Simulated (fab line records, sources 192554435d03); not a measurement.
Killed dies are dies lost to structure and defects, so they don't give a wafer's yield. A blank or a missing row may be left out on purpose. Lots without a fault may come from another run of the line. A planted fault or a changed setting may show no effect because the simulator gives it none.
Chamber matching | flow n5_finfet | N5_BEOL_M8_DESCUM_33 on rie_diel-02: 4 sister chambers
The step chemistry O2, time 7 s. 16 wafers are shown with their chamber, then 8 later ones without.

WAFERS WITH THEIR CHAMBER
wafer  | chamber | drypump_motor_current_A (A) | oes_product_au (a.u.) | showerhead_plenum_p_Torr (Torr)
L079.1 | 0       | 6.1                         | 0.67                  | 2.00
L079.4 | 3       | 6.5                         | 0.68                  | 2.07
L079.6 | 1       | 5.9                         | 0.89                  | 2.17
L081.2 | 2       | 5.6                         | 0.97                  | 2.04
L081.4 | 1       | 5.9                         | 0.91                  | 2.17
L081.6 | 0       | 6.1                         | 0.67                  | 2.00
L086.2 | 2       | 5.6                         | 0.91                  | 2.04
L086.4 | 1       | 5.9                         | 0.86                  | 2.17
L086.6 | 3       | 6.5                         | 0.67                  | 2.06
L088.1 | 2       | 5.6                         | 0.91                  | 2.04
L088.2 | 3       | 6.6                         | 0.67                  | 2.06
L088.3 | 1       | 5.9                         | 0.86                  | 2.17
L089.1 | 3       | 6.6                         | 0.66                  | 2.06
L089.3 | 1       | 5.9                         | 0.85                  | 2.16
L089.4 | 3       | 6.6                         | 0.66                  | 2.06
L091.3 | 0       | 6.2                         | 0.94                  | 2.25

SIGNATURES (means of the wafers above)
reading                  | chamber 0 | chamber 1 | chamber 2 | chamber 3 | scatter within a chamber
drypump_motor_current_A  | 6.133     | 5.900     | 5.600     | 6.560     | 0.0394
oes_product_au           | 0.7600    | 0.8740    | 0.9300    | 0.6680    | 0.067
showerhead_plenum_p_Torr | 2.0833    | 2.1680    | 2.0400    | 2.0620    | 0.059
Rule: a wafer's distance from a chamber is the root of the sum, over the readings, of the square of ((its reading less the chamber's mean) divided by the reading's scatter). The wafer belongs to the nearest chamber; if the next one is less than 2 further off, it can't be placed. The scatter: the root of (the sum of the squares of (reading less its chamber's mean) over the shown wafers, divided by (wafers less chambers)).

WAFERS WITHOUT THEIR CHAMBER
wafer  | drypump_motor_current_A (A) | oes_product_au (a.u.) | showerhead_plenum_p_Torr (Torr)
L091.4 | 6.1                         | 0.95                  | 2.25
L091.6 | 5.6                         | 0.88                  | 2.03
L090.2 | 5.6                         | 0.87                  | 2.03
L090.3 | 6.1                         | 0.93                  | 2.25
L090.5 | 5.9                         | 0.83                  | 2.16
L094.1 | 5.6                         | 0.85                  | 2.03
L094.2 | 5.9                         | 0.82                  | 2.16
L094.3 | 6.6                         | 0.95                  | 2.06

WHICH CHAMBER EACH WENT THROUGH
wafer  | from the rows above     | in truth
L091.4 | can't be placed: 0 or 1 | 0
L091.6 | 2                       | 2
L090.2 | 2                       | 2
L090.3 | can't be placed: 0 or 1 | 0
L090.5 | 1                       | 1
L094.1 | 2                       | 2
L094.2 | 1                       | 1
L094.3 | 3                       | 3
Placed correctly: 6 of 8. Can't be placed from these rows: 2 (the true chamber is among the candidates in 2). Placed wrongly: 0.
